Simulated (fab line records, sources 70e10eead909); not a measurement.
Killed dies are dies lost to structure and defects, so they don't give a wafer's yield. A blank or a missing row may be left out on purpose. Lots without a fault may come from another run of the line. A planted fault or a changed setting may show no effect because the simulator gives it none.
fab line records | flow nand_harc
record lots=24 wafers=72 last_day=25
route steps=1159 shown A_CONTACT@915 A_M0@1013 A_BONDPAD@1087
lots that met no fault: from a run of the same line without faults
start_h: hours from the record's first day to the start of the lot's first wafer shown | wait_h: hours since the lot's step before | " the same as in the row above | L1.1+2: a row that stands for several wafers | - no value, or no start given | * or withheld: withheld | < > ~ a bound
route shown NAME@n: a module of which the file shows steps, and the number in the route of the first | usual: mean/standard deviation of fault-free wafers | same: alike in all rows | chamber/n: place in a boat | sites: the reading at each site | _std_site: their standard deviation | _edge_site: outer sites' mean less inner sites' | radius_mm: how far each site lies from the wafer's centre | mask NAME#n: copy n | behind: the tool/chamber that last shaped the wafer | hold: why the lot was held/for how many hours/how that ended | device: the transistor (n, p or np) that didn't switch | end of line: the same wafers' tests at the end of the route | a step without rows: its recipe alone | killed: dies lost to structure and defects at the first sort, not the wafer's yield | map: a wafer's dies, x killed, . not, _ none there
set.NAME: the setting as run; set.NAME@STEP: as run at that earlier step | model.NAME: the simulator's own value behind a step, which no gauge read
steps of the route over a sample of lots; a table a step, a row a wafer
services: from which hour (start_h, from the record's first day; less than 0 if before it) a tool's chamber was out of use, for how many hours, and why
## steps
# step NHARC_A_CONTACT_ETCH_97
# recipe target_depth_a=200 over_etch_frac=0.5 time_s=10 ion_energy_ev=250 c4f6_flow_sccm=25 o2_flow_sccm=20 ar_flow_sccm=500 rf_w=600 bias_w=500 chemistry=C4F6/O2
# usual drypump_motor_current_A=5.9/0.38 mfc_ar_sccm=499.9/1.5 oes_product_au=0.966/0.028 rf_vpp_V=547.5/2.8 showerhead_plenum_p_Torr=3.96/0.13 throttle_valve_pct=26.904/0.0095
# same time_s=10
# columns lot.wafer tool chamber start_h wait_h drypump_motor_current_A mfc_ar_sccm oes_product_au rf_hours_counter_h rf_vpp_V showerhead_plenum_p_Torr throttle_valve_pct
L074.3 rie_diel-07 1 - - 6.2 498.7 1.001 24 545.1 3.85 26.913
L074.1 " 2 " " 5.5 500.2 0.983 25 542.8 3.71 26.885
L074.6 " 0 " " 6.3 501.6 0.983 - 549.1 4.07 26.900
L075.2 rie_diel-07 3 - - 6.0 499.7 0.945 28 547.2 3.94 26.896
L075.3 " 0 " " 6.3 499.9 0.956 26 548.5 4.07 26.893
L075.5 " 3 " " 6.0 500.4 0.935 - 548.4 3.94 26.902
L077.3 rie_diel-09 3 - - 5.1 499.3 0.973 46 550.0 4.09 26.917
L077.4 " 0 " " 6.0 501.9 0.933 46 546.8 3.99 26.914
L077.6 " 3 " " 5.1 500.1 0.963 - 549.8 4.09 26.919
L076.2 rie_diel-07 3 - - 6.0 497.5 0.935 29 546.8 3.94 26.900
L076.4 " 2 " " 5.5 500.0 0.929 29 543.2 3.71 26.901
L076.6 " 0 " " 6.3 499.7 0.938 - 548.9 4.07 26.918
L079.2 rie_diel-09 1 - - 5.8 499.3 0.971 55 548.0 3.93 26.908
L079.4 " 2 " " 5.8 497.7 0.986 54 551.5 4.15 26.917
L079.3 " 3 " " 5.1 501.4 0.985 53 550.9 4.08 26.907
L078.4 rie_diel-07 0 - - 6.3 498.6 0.993 1 550.0 4.07 26.908
L078.2 " 2 " " 5.5 497.5 1.008 1 543.2 3.71 26.907
L078.5 " 0 " " 6.3 500.3 0.995 - 551.1 4.07 26.907
L080.2 rie_diel-07 3 - - 6.0 500.3 0.934 3 548.1 3.94 26.897
L080.3 " 1 " " 6.2 500.6 0.948 2 546.6 3.84 26.885
L080.5 " 0 " " 6.3 499.1 0.932 - 548.7 4.07 26.902
L081.3 rie_diel-09 2 - - 5.8 498.7 0.974 58 551.5 4.15 26.906
L081.1 " 3 " " 5.1 497.7 0.996 58 549.7 4.08 26.893
L081.5 " 0 " " 5.9 497.8 0.962 - 549.2 3.98 26.891
L082.3 rie_diel-07 1 437.01 0.1 6.2 501.0 0.997 4 545.4 3.84 26.896
L082.1 " 2 " " 5.5 500.5 1.017 4 541.1 3.70 26.923
L082.5 " 1 " " 6.2 501.2 1.008 - 544.4 3.84 26.917
L084.4 rie_diel-10 1 - - 5.8 501.1 0.961 25 547.5 3.94 26.910
L084.3 " 2 " " 6.6 499.4 0.961 25 551.3 4.17 26.895
L084.6 " 3 " " 5.0 496.9 0.945 - 551.4 4.17 26.914
L085.4 rie_diel-09 1 - - 5.8 502.0 0.908 6 547.1 3.92 26.924
L085.1 " 2 " " 5.8 497.6 0.931 6 552.7 4.15 26.922
L085.2 " 3 " " 5.1 499.9 0.971 5 551.1 4.08 26.914
L083.3 rie_diel-09 1 - - 5.8 501.0 0.925 6 547.4 3.92 26.896
L083.1 " 3 " " 5.1 500.9 0.981 5 549.4 4.08 26.894
L083.6 " 1 " " 5.8 502.2 0.934 - 548.3 3.92 26.898
L086.1 rie_diel-10 0 463.53 0.2 6.1 499.9 0.957 39 545.5 3.84 26.891
L086.3 " 1 " " 5.8 499.6 0.984 36 548.3 3.93 26.911
L086.6 " 2 " " 6.7 500.5 0.978 - 550.4 4.16 26.895
L087.3 rie_diel-10 1 - - 5.8 497.8 1.015 37 546.7 3.93 26.893
L087.2 " 2 " " 6.6 500.9 0.998 36 552.4 4.16 26.923
L087.5 " 1 " " 5.8 497.1 1.020 - 546.8 3.93 26.904
L090.2 rie_diel-10 0 - - 6.1 501.3 0.957 45 546.2 3.84 26.905
L090.5 " 0 " " 6.0 500.9 0.955 - 546.5 3.84 26.900
L090.6 " 1 " " 5.8 502.1 0.970 - 546.6 3.93 26.907
L092.4 rie_diel-09 2 - - 5.8 499.4 0.994 12 551.3 4.14 26.905
L092.1 " 3 " " 5.1 498.9 1.025 11 550.6 4.07 26.902
L092.3 " 0 " " 5.9 501.6 1.011 11 546.0 3.98 26.919
L089.3 rie_diel-07 3 477.23 0.1 6.0 500.4 1.003 14 547.3 3.93 26.924
L089.1 " 2 " " 5.6 500.8 1.030 13 542.5 3.70 26.902
L089.6 " 1 " " 6.2 500.4 1.009 - 544.2 3.84 26.903
L088.2 rie_diel-07 2 478.69 0.3 5.5 499.1 0.984 13 544.1 3.70 26.907
L088.4 " 3 " " 6.0 498.9 0.964 - 548.4 3.93 26.911
L088.5 " 1 " " 6.2 501.0 0.976 - 544.9 3.84 26.911
L091.1 rie_diel-07 1 - - 6.2 500.8 0.951 13 544.6 3.84 26.903
L091.3 " 3 " " 6.0 497.2 0.950 15 547.7 3.93 26.896
L091.6 " 1 " " 6.2 499.5 0.942 - 544.7 3.84 26.917
L093.1 rie_diel-09 2 - - 5.8 498.8 0.961 23 552.9 4.14 26.907
L093.5 " 2 " " 5.8 498.8 0.967 - 551.2 4.14 26.905
L093.6 " 3 " " 5.1 498.8 0.992 - 549.9 4.07 26.903
L094.4 rie_diel-07 3 - - 6.0 501.3 0.947 19 546.3 3.93 26.905
L094.1 " 0 " " 6.3 501.3 0.948 15 548.4 4.06 26.902
L094.2 " 1 " " 6.2 498.3 0.939 17 545.2 3.83 26.913
L095.4 rie_diel-09 0 - - 6.0 501.0 0.959 24 546.4 3.97 26.899
L095.1 " 1 " " 5.8 500.1 0.915 26 545.7 3.91 26.900
L095.3 " 3 " " 5.1 499.7 0.949 23 550.4 4.07 26.897
L097.4 rie_diel-07 2 - - 5.5 500.7 0.963 19 541.8 3.70 26.885
L097.2 " 3 " " 6.0 500.2 0.955 20 546.7 3.93 26.899
L097.5 " 3 " " 6.0 500.7 0.943 - 547.5 3.93 26.927
L096.2 rie_diel-07 1 520.95 0.1 6.2 499.6 0.950 20 544.4 3.83 26.903
L096.5 " 3 " " 6.0 497.2 0.942 - 547.6 3.93 26.899
L096.6 " 0 " " 6.3 500.7 0.935 - 549.3 4.06 26.910
# step NHARC_A_CONTACT_STRIP_82
# recipe o2_flow_sccm=500 ar_flow_sccm=0 bias_w=0 chemistry=O2
# usual drypump_motor_current_A=5.9/0.41 mfc_ar_sccm=0.003/0.0058 oes_product_au=1.001/0.015 rf_vpp_V=57.8/0.87 showerhead_plenum_p_Torr=3.54/0.13 throttle_valve_pct=17.036/0.0088
# columns lot.wafer tool chamber start_h wait_h drypump_motor_current_A mfc_ar_sccm oes_product_au rf_hours_counter_h rf_vpp_V showerhead_plenum_p_Torr throttle_valve_pct
L074.1 rie_diel-07 1 - - 6.2 0 0.999 24 57.6 3.46 17.034
L074.3 " 2 " " 5.5 0.008 0.988 25 55.5 3.33 17.021
L074.6 " 0 " " 6.4 0 0.981 - 57.8 3.66 17.029
L075.3 rie_diel-07 1 - - 6.2 0 1.002 27 57.7 3.46 17.046
L075.2 " 2 " " 5.5 0.008 0.997 28 58.6 3.33 17.039
L075.5 " 0 " " 6.3 0 0.982 - 57.3 3.66 17.028
L077.4 rie_diel-10 3 - - 5.0 0.020 0.985 11 58.2 3.76 17.046
L077.3 " 1 " " 5.8 0.002 1.000 11 57.1 3.55 17.034
L077.6 " 3 " " 5.0 0.020 0.982 - 59.6 3.76 17.046
L076.4 rie_diel-07 3 - - 6.0 0 0.978 29 58.5 3.55 17.027
L076.2 " 2 " " 5.5 0.008 0.980 29 56.9 3.33 17.028
L076.6 " 0 " " 6.4 0 0.987 - 58.1 3.66 17.059
L079.3 rie_diel-10 3 - - 5.0 0.020 0.983 19 59.3 3.76 17.044
L079.2 " 1 " " 5.8 0.002 0.997 17 57.3 3.55 17.038
L079.4 " 2 " " 6.6 0 1.011 18 59.2 3.76 17.038
L078.4 rie_diel-07 3 - - 6.0 0 1.003 1 58.4 3.54 17.041
L078.2 " 1 " " 6.2 0 1.016 1 57.6 3.45 17.051
L078.5 " 0 " " 6.3 0 0.990 - 59.5 3.66 17.031
L080.2 rie_diel-07 2 - - 5.5 0.008 1.013 2 58.7 3.33 17.055
L080.3 " 3 " " 6.0 0 1.003 3 57.4 3.54 17.024
L080.5 " 2 " " 5.5 0.008 1.017 - 57.3 3.33 17.032
L081.3 rie_diel-07 3 - - 6.0 0 1.004 4 58.3 3.54 17.040
L081.1 " 1 " " 6.2 0 0.999 4 58.3 3.45 17.034
L081.5 " 3 " " 6.0 0 1.006 - 58.1 3.54 17.032
L082.1 rie_diel-07 1 - - 6.1 0 1.009 4 57.6 3.45 17.037
L082.3 " 2 " " 5.5 0.008 1.013 4 57.4 3.33 17.027
L082.5 " 3 " " 6.0 0 1.004 - 56.6 3.54 17.018
L084.3 rie_diel-07 1 - - 6.2 0 1.013 4 57.4 3.45 17.031
L084.6 " 2 " " 5.5 0.008 1.006 - 58.9 3.33 17.025
L084.4 " 1 " " 6.2 0 1.009 - 57.3 3.45 17.029
L085.4 rie_diel-09 1 - - 5.8 0.012 0.977 6 57.7 3.53 17.031
L085.2 " 2 " " 5.8 0 0.988 6 59.3 3.73 17.052
L085.1 " 3 " " 5.1 0 1.034 5 56.9 3.67 17.035
L083.1 rie_diel-10 2 - - 6.6 0 1.006 34 57.9 3.75 17.046
L083.3 " 3 " " 5.0 0.020 0.989 37 56.5 3.75 17.030
L083.6 " 2 " " 6.6 0 0.997 - 57.5 3.75 17.040
L086.1 rie_diel-07 1 - - 6.2 0 1.016 8 57.6 3.45 17.020
L086.3 " 0 " " 6.3 0 0.980 8 59.0 3.66 17.031
L086.6 " 1 " " 6.2 0 1.009 - 56.8 3.45 17.040
L087.2 rie_diel-07 1 - - 6.2 0 1.004 9 57.0 3.45 17.023
L087.3 " 2 " " 5.6 0.008 1.022 9 57.7 3.32 17.020
L087.5 " 1 " " 6.2 0 1.012 - 58.4 3.45 17.016
L090.2 rie_diel-10 1 - - 5.8 0.002 1.004 42 57.7 3.53 17.027
L090.6 " 3 " " 5.0 0.020 0.977 - 58.3 3.74 17.038
L090.5 " 0 " " 6.1 0 1.007 - 57.6 3.45 17.031
L092.4 rie_diel-10 2 - - 6.6 0 1.016 41 57.2 3.75 17.034
L092.3 " 3 " " 5.0 0.020 0.986 43 58.9 3.74 17.038
L092.1 " 0 " " 6.1 0 0.999 45 57.5 3.45 17.059
L089.1 rie_diel-09 2 - - 5.8 0 0.988 13 58.3 3.73 17.053
L089.3 " 0 " " 5.9 0.008 1.007 12 59.0 3.58 17.040
L089.6 " 2 " " 5.8 0 0.987 - 57.6 3.73 17.041
L088.2 rie_diel-07 1 - - 6.2 0 1.013 12 57.6 3.45 17.040
L088.4 " 3 " " 6.0 0 1.008 - 58.0 3.54 17.035
L088.5 " 1 " " 6.2 0 1.019 - 59.1 3.45 17.039
L091.3 rie_diel-07 3 - - 6.0 0 1.003 15 58.5 3.54 17.028
L091.1 " 1 " " 6.2 0 1.014 13 57.4 3.45 17.025
L091.6 " 3 " " 6.0 0 1.013 - 57.6 3.54 17.029
L093.1 rie_diel-07 2 - - 5.5 0.008 1.025 17 57.1 3.32 17.035
L093.5 " 0 " " 6.4 0 0.986 - 57.7 3.65 17.036
L093.6 " 1 " " 6.2 0 1.007 - 57.8 3.45 17.034
L094.4 rie_diel-07 0 - - 6.3 0 0.984 15 57.6 3.65 17.038
L094.1 " 1 " " 6.2 0 0.997 17 57.3 3.45 17.047
L094.2 " 3 " " 6.0 0 1.000 19 57.8 3.53 17.056
L095.1 rie_diel-09 3 - - 5.1 0 1.039 23 57.4 3.66 17.039
L095.3 " 0 " " 5.9 0.008 1.011 24 57.5 3.57 17.042
L095.4 " 2 " " 5.7 0 0.984 25 58.0 3.72 17.035
L097.4 rie_diel-07 0 - - 6.3 0 0.986 17 56.4 3.65 17.026
L097.2 " 1 " " 6.2 0 1.002 18 56.8 3.44 17.035
L097.5 " 0 " " 6.3 0 0.991 - 58.3 3.65 17.039
L096.2 rie_diel-10 2 - - 6.6 0 0.997 62 58.4 3.74 17.031
L096.5 " 3 " " 5.0 0.020 0.994 - 58.5 3.74 17.037
L096.6 " 0 " " 6.1 0 1.002 - 55.8 3.44 17.041
# step NHARC_A_CONTACT_ETCH_138
# recipe source_w=withheld pressure_mtorr=20 bias_v=3000 time_s=132 target_depth_a=12890 ar_flow_sccm=withheld c4f8_flow_sccm=withheld o2_flow_sccm=withheld chemistry=C4F8/O2/Ar
# same time_s=132
# columns lot.wafer tool chamber start_h wait_h rf_hours_counter_h
L074.1 har_cap_etch-02 0 382.94 0.1 11
L074.3 " 0 " " -
L074.6 " 0 " " -
L075.2 har_cap_etch-03 1 391.17 0.1 87
L075.3 " 1 " " -
L075.5 " 1 " " -
L077.3 har_cap_etch-03 1 399.10 0.1 -
L077.4 " 0 " " -
L077.6 " 0 " " -
L076.2 har_cap_etch-02 0 402.37 0.1 15
L076.4 " 0 " " -
L076.6 " 0 " " -
L079.2 har_cap_etch-01 0 419.80 0.1 61
L079.4 " 0 " " -
L079.3 " 1 " " -
L078.2 har_cap_etch-02 1 425.14 0.1 18
L078.4 " 1 " " -
L078.5 " 0 " " -
L080.2 har_cap_etch-01 1 430.11 0.1 63
L080.3 " 0 " " -
L080.5 " 1 " " -
L081.1 har_cap_etch-03 0 433.11 0.1 93
L081.3 " 0 " " -
L081.5 " 0 " " -
L082.1 har_cap_etch-03 1 442.11 0.1 94
L082.3 " 1 " " -
L082.5 " 0 " " -
L084.3 har_cap_etch-02 1 445.11 0.1 -
L084.4 " 0 " " -
L084.6 " 1 " " -
L085.2 har_cap_etch-03 0 467.27 0.1 100
L085.1 " 1 " " 100
L085.4 " 1 " " -
L083.1 har_cap_etch-01 1 468.33 0.1 70
L083.3 " 1 " " -
L083.6 " 1 " " -
L086.1 har_cap_etch-01 1 473.60 0.1 71
L086.3 " 0 " " -
L086.6 " 0 " " -
L087.2 har_cap_etch-02 0 474.60 0.1 28
L087.3 " 0 " " -
L087.5 " 0 " " -
L092.1 har_cap_etch-01 0 480.55 0.1 73
L092.4 " 0 " " -
L092.3 " 1 " " -
L090.2 har_cap_etch-03 0 480.95 0.1 103
L090.5 " 1 " " -
L090.6 " 0 " " -
L089.1 har_cap_etch-02 0 482.24 0.1 30
L089.3 " 0 " " -
L089.6 " 0 " " -
L088.2 har_cap_etch-03 0 486.51 0.1 104
L088.4 " 1 " " -
L088.5 " 0 " " -
L091.1 har_cap_etch-02 1 491.58 0.1 31
L091.3 " 1 " " -
L091.6 " 0 " " -
L093.1 har_cap_etch-03 1 507.50 0.1 107
L093.6 " 0 " " -
L093.5 " 1 " " -
L094.1 har_cap_etch-02 0 508.85 0.1 34
L094.2 " 1 " " 34
L094.4 " 0 " " -
L095.1 har_cap_etch-03 0 513.45 0.1 109
L095.3 " 1 " " -
L095.4 " 0 " " -
L097.2 har_cap_etch-01 1 520.74 0.1 81
L097.4 " 0 " " -
L097.5 " 0 " " -
L096.2 har_cap_etch-03 0 526.63 0.1 112
L096.6 " 0 " " -
L096.5 " 1 " " -
# step NHARC_A_M0_DEGAS_28
# recipe temp_c=250 time_s=60
# usual heater_power_w=328/25
# same time_s=60
# columns lot.wafer tool chamber start_h wait_h heater_power_w
L074.1 pvd_sputter-01 - 409.73 - 331
L074.3 " - " " 308
L074.6 " - " " 284
L075.2 pvd_sputter-02 - 412.45 - 337
L075.3 " - " " 333
L075.5 " - " " 325
L077.4 pvd_sputter-02 - 415.01 - 334
L077.3 " - " " 326
L077.6 " - " " 332
L076.2 pvd_sputter-03 - 416.12 - 413
L076.4 " - " " 393
L076.6 " - " " 402
L079.2 pvd_sputter-01 - 434.29 - 333
L079.3 " - " " 316
L079.4 " - " " 295
L078.4 pvd_sputter-01 - 437.72 - 289
L078.2 " - " " 341
L078.5 " - " " 304
L080.3 pvd_sputter-02 - 439.03 - 333
L080.2 " - " " 328
L080.5 " - " " 329
L081.3 pvd_sputter-03 - 441.81 - 400
L081.1 " - " " 316
L081.5 " - " " 389
L082.3 pvd_sputter-02 - 461.23 - 331
L082.1 " - " " 329
L082.5 " - " " 330
L084.4 pvd_sputter-01 - 461.66 - 306
L084.3 " - " " 332
L084.6 " - " " 317
L085.4 pvd_sputter-03 - 476.46 - 385
L085.2 " - " " 370
L085.1 " - " " 314
L083.1 pvd_sputter-01 - 479.95 - 316
L083.3 " - " " 285
L083.6 " - " " 318
L086.1 pvd_sputter-02 - 495.61 - 334
L086.3 " - " " 326
L086.6 " - " " 335
L087.3 pvd_sputter-01 - 495.79 - 285
L087.2 " - " " 316
L087.5 " - " " 328
L092.1 pvd_sputter-01 - 511.51 - 316
L092.3 " - " " 331
L092.4 " - " " 304
L090.2 pvd_sputter-02 - 512.05 - 314
L090.5 " - " " 334
L090.6 " - " " 322
L089.1 pvd_sputter-03 - 512.25 - 373
L089.3 " - " " 388
L089.6 " - " " 386
L091.3 pvd_sputter-02 - 514.25 - 324
L091.1 " - " " 336
L091.6 " - " " 330
L088.2 pvd_sputter-03 - 514.37 - 316
L088.4 " - " " 388
L088.5 " - " " 378
L094.4 pvd_sputter-02 - 521.70 - 318
L094.2 " - " " 341
L094.1 " - " " 325
L093.1 pvd_sputter-02 - 522.43 - 327
L093.6 " - " " 328
L093.5 " - " " 326
L095.3 pvd_sputter-01 - 525.83 - 332
L095.1 " - " " 322
L095.4 " - " " 305
L097.2 pvd_sputter-02 - 532.34 - 337
L097.4 " - " " 336
L097.5 " - " " 334
L096.2 pvd_sputter-02 - 536.36 - 328
L096.6 " - " " 330
L096.5 " - " " 329
# step NHARC_A_BONDPAD_ANNEAL_28
# recipe temp_c=225 time_s=90
# usual wafer_temp_C_max=226.3/0.31
# same time_s=90
# columns lot.wafer tool chamber start_h wait_h wafer_temp_C_max
L074.1 rtp_anneal-01 0 420.19 - 226.8
L074.3 " 0 " " 226.8
L074.6 " 0 " " 226.6
L075.2 rtp_anneal-02 0 423.21 - 225.9
L075.3 " 0 " " 226.0
L075.5 " 0 " " 226.2
L077.3 rtp_anneal-01 0 425.34 0.3 226.6
L077.4 " 0 " " 226.2
L077.6 " 0 " " 226.7
L076.2 rtp_anneal-01 0 426.05 - 226.5
L076.4 " 0 " " 226.1
L076.6 " 0 " " 226.3
L079.2 rtp_anneal-01 0 444.29 - 226.9
L079.3 " 0 " " 226.4
L079.4 " 0 " " 227.0
L078.2 rtp_anneal-01 0 447.71 0.4 226.3
L078.4 " 0 " " 226.9
L078.5 " 0 " " 226.6
L080.2 rtp_anneal-01 0 448.71 - 226.4
L080.3 " 0 " " 226.1
L080.5 " 0 " " 227.2
L081.1 rtp_anneal-02 0 451.21 - 225.9
L081.3 " 0 " " 226.0
L081.5 " 0 " " 225.7
L082.1 rtp_anneal-02 0 471.03 0.3 225.6
L082.3 " 0 " " 226.3
L082.5 " 0 " " 226.1
L084.3 rtp_anneal-02 0 471.49 - 226.1
L084.4 " 0 " " 226.2
L084.6 " 0 " " 226.1
L085.1 rtp_anneal-01 0 486.29 - 225.9
L085.2 " 0 " " 226.2
L085.4 " 0 " " 226.8
L083.1 rtp_anneal-01 0 489.74 0.4 225.9
L083.3 " 0 " " 226.5
L083.6 " 0 " " 226.6
L086.1 rtp_anneal-01 0 504.94 - 226.6
L086.3 " 0 " " 226.6
L086.6 " 0 " " 226.7
L087.2 rtp_anneal-01 0 505.41 - 226.1
L087.3 " 0 " " 226.6
L087.5 " 0 " " 226.4
L092.1 rtp_anneal-01 0 521.03 - 226.6
L092.3 " 0 " " 226.5
L092.4 " 0 " " 226.3
L090.2 rtp_anneal-01 0 522.15 0.4 226.4
L090.5 " 0 " " 226.2
L090.6 " 0 " " 226.1
L089.1 rtp_anneal-01 0 522.66 0.3 226.1
L089.3 " 0 " " 226.3
L089.6 " 0 " " 226.4
L091.1 rtp_anneal-01 0 524.91 - 226.7
L091.3 " 0 " " 226.2
L091.6 " 0 " " 226.8
L088.2 rtp_anneal-02 0 525.26 0.3 226.1
L088.4 " 0 " " 226.2
L088.5 " 0 " " 226.4
L094.1 rtp_anneal-02 0 531.21 - 225.9
L094.2 " 0 " " 226.1
L094.4 " 0 " " 226.1
L093.1 rtp_anneal-02 0 532.19 0.3 226.3
L093.5 " 0 " " 226.4
L093.6 " 0 " " 226.2
L095.1 rtp_anneal-02 0 536.01 - 225.9
L095.3 " 0 " " 226.1
L095.4 " 0 " " 226.1
L097.2 rtp_anneal-01 0 542.12 - 226.0
L097.4 " 0 " " 226.3
L097.5 " 0 " " 226.8
L096.2 rtp_anneal-02 0 546.00 0.4 225.8
L096.5 " 0 " " 225.7
L096.6 " 0 " " 226.4
# step NHARC_A_BONDPAD_THK_MEAS_20
# recipe thk_meas_gauge=xrf
# usual thk_nm=168.8/1.6
# columns lot.wafer tool chamber start_h wait_h thk_nm
L074.1 film_metro-01 - 420.86 - 167.1
L074.3 " - " " 168.1
L074.6 " - " " 167.4
L075.2 film_metro-01 - 423.83 - 170.2
L075.3 " - " " 168.1
L075.5 " - " " 171.2
L077.3 film_metro-02 - 425.90 - 167.2
L077.4 " - " " 168.1
L077.6 " - " " 169.8
L076.2 film_metro-01 - 426.67 - 169.7
L076.4 " - " " 169.0
L076.6 " - " " 170.1
L079.2 film_metro-02 - 444.91 - 168.9
L079.3 " - " " 166.8
L079.4 " - " " 169.6
L078.2 film_metro-02 - 448.33 - 167.2
L078.4 " - " " 167.9
L078.5 " - " " 169.5
L080.2 film_metro-02 - 449.33 - 168.4
L080.3 " - " " 169.7
L080.5 " - " " 171.3
L081.1 film_metro-01 - 451.89 - 171.8
L081.3 " - " " 170.2
L081.5 " - " " 170.0
L082.1 film_metro-02 - 471.70 - 168.3
L082.3 " - " " 168.4
L082.5 " - " " 170.6
L084.3 film_metro-01 - 472.05 - 170.2
L084.4 " - " " 168.8
L084.6 " - " " 169.4
L085.1 film_metro-02 - 486.95 - 168.8
L085.2 " - " " 167.0
L085.4 " - " " 168.6
L083.1 film_metro-01 - 490.41 - 170.3
L083.3 " - " " 169.7
L083.6 " - " " 168.1
L086.1 film_metro-01 - 505.60 - 170.4
L086.3 " - " " 170.9
L086.6 " - " " 168.8
L087.2 film_metro-01 - 506.04 - 168.0
L087.3 " - " " 167.5
L087.5 " - " " 167.6
L092.1 film_metro-02 - 521.71 - 169.9
L092.3 " - " " 168.6
L092.4 " - " " 169.4
L090.2 film_metro-02 - 522.77 - 169.4
L090.5 " - " " 167.3
L090.6 " - " " 166.2
L089.1 film_metro-02 - 523.34 - 167.5
L089.3 " - " " 170.6
L089.6 " - " " 169.8
L091.1 film_metro-01 - 525.58 - 166.4
L091.3 " - " " 167.3
L091.6 " - " " 164.6
L088.2 film_metro-01 - 525.88 - 167.5
L088.4 " - " " 166.3
L088.5 " - " " 165.7
L094.1 film_metro-02 - 531.88 - 168.5
L094.2 " - " " 171.1
L094.4 " - " " 169.6
L093.1 film_metro-01 - 532.85 - 167.2
L093.5 " - " " 166.9
L093.6 " - " " 165.4
L095.1 film_metro-01 - 536.68 - 171.0
L095.3 " - " " 171.4
L095.4 " - " " 169.9
L097.2 film_metro-01 - 542.76 - 168.3
L097.4 " - " " 168.5
L097.5 " - " " 169.1
L096.2 film_metro-01 - 546.62 - 170.2
L096.5 " - " " 172.0
L096.6 " - " " 169.5
## services
# columns tool chamber start_h hours kind
rie_diel-10 - 353.66 9.0 pm
rie_diel-07 0 359.87 - clean
rie_diel-07 1 359.87 - clean
rie_diel-07 2 359.87 - clean
rie_diel-07 3 359.87 - clean
har_cap_etch-03 - 367.85 0.5 repair
pvd_sputter-03 - 382.80 3.5 repair
rie_diel-07 0 384.37 - clean
rie_diel-07 1 384.37 - clean
rie_diel-07 2 384.37 - clean
pvd_sputter-02 - 392.00 10.0 pm
rie_diel-07 0 399.53 2.7 repair
rie_diel-07 - 405.22 9.0 pm
rie_diel-09 - 431.35 9.0 pm
rie_diel-07 1 431.74 1.5 repair
pvd_sputter-03 - 458.00 10.0 pm
rie_diel-10 3 460.06 4.1 repair
pvd_sputter-02 - 478.67 1.3 repair
rie_diel-10 3 479.12 10.5 repair
rie_diel-10 0 485.28 9.0 repair
pvd_sputter-01 - 514.00 10.0 pm
rie_diel-10 - 531.09 9.0 pm
rie_diel-09 - 540.07 4.5 repair
har_cap_etch-03 - 545.00 17.0 pm
## key
fault none
